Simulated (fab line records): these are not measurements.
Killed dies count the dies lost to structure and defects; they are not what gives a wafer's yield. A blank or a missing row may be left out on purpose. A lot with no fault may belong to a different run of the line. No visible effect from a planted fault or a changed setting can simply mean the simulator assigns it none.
Struck lot and sound lot, side by side :: flow nand-harc :: 15 out of 1302 route steps
Sound: wafers L714.4, L714.5, L714.6. Wafers L720.1, L720.3, L720.4 were the ones struck. The cause comes at the end.
At each step with rows: each side's tool, then ch and its chambers, then its first start. Under that, the readings that differ: sound wafers :: struck wafers :: difference of the means :: sigmas: that difference in standard deviations of wafers without a fault.
alike: readings with means less than 2 such deviations apart, plus words and numbers identical on both sides. not compared: withheld readings, readings lacking a value on some wafer, bounds such as >300 that could conceal the same value, and numbers that have no deviation in the record and whose values overlap.
Wherever a step has rows on one side only, a row that says differs or no value, or a row with sigmas, the two part there. Numbers that don't overlap but have no deviation are shown without sigmas and don't part them. A reading that every wafer of one side lacks parts them only if that side has two wafers or more.

first, 1 step without rows for these wafers: NHARC_A_ONON_D1_DEP_06 (target thk 1000 nm).
NHARC_A_ONON_D1_THK_MEAS_08: measures by ellipsometry.
  sound on film-metro-02, day 11 16:48; struck on film-metro-01, day 14 06:55
reading: thk-nm (nm)
sound: 1015 1014 1013
struck: 991 990 991
difference: -23
sigmas: -3
next comes 1 step that has no rows for these wafers: NHARC_A_ONON_D1_DEP_09 (target thickness 1000 nm).
NHARC_A_ONON_D1_THK_MEAS_11: measures by ellipsometry.
  sound on film-metro-01, day 11 17:22; struck on film-metro-02, day 14 07:29
  alike: thk-nm
next comes 1 step that has no rows for these wafers: NHARC_A_ONON_D1_DEP_12 (target thickness 1000 nm).
NHARC_A_ONON_D1_THK_MEAS_14: measures by ellipsometry.
  sound on film-metro-02, day 11 17:56; struck on film-metro-02, day 14 08:03
  alike: thk-nm
then, 2 steps without rows for these wafers: NHARC_A_ONON_D1_ANNEAL_15 (time 3600 s); NHARC_A_ONON_D1_DEP_16 (target thk 1000 nm).
NHARC_A_ONON_D1_THK_MEAS_18: measures by ellipsometry.
  sound on film-metro-01, day 12 01:52; struck on film-metro-02, day 14 16:27
reading: thk-nm (nm)
sound: 1020 1020 1023
struck: 999 998 1000
difference: -22
sigmas: -2
next comes 1 step that has no rows for these wafers: NHARC_A_ONON_D1_DEP_19 (target thickness 1000 nm).
NHARC_A_ONON_D1_THK_MEAS_21: measures by ellipsometry.
  sound on film-metro-02, day 12 02:25; struck on film-metro-01, day 14 17:01
  alike: thk-nm
NHARC_A_ONON_D1_DEP_22: target thk 1000 nm.
  sound on pecvd-onon-03 ch 0, day 12 02:39; struck on pecvd-onon-03 ch 0, day 14 17:04
NHARC_A_ONON_D1_THK_MEAS_24: measures by ellipsometry.
  sound on film-metro-01, day 12 03:00; struck on film-metro-02, day 14 17:35
reading: thk-nm (nm)
sound: 1002 1001 1001
struck: 691 691 690
difference: -311
sigmas: -37
next comes 1 step that has no rows for these wafers: NHARC_A_ONON_D1_DEP_25 (target thickness 1000 nm).
-- break in the record here, with 16 days between the starts of the struck wafers on either side (left off in module A_ONON_D1, picked up again in module END, where the first step shown is number 1302 on the route) --
NHARC_END_SORT_01:
  at this point the record logs the struck wafers (prober-01 ch 0, day 30 09:39) and has no rows for the sound ones

## WHERE THEY PART
First at NHARC_A_ONON_D1_THK_MEAS_08; last, within this record, at NHARC_END_SORT_01.

WHY: whatever the simulator had introduced
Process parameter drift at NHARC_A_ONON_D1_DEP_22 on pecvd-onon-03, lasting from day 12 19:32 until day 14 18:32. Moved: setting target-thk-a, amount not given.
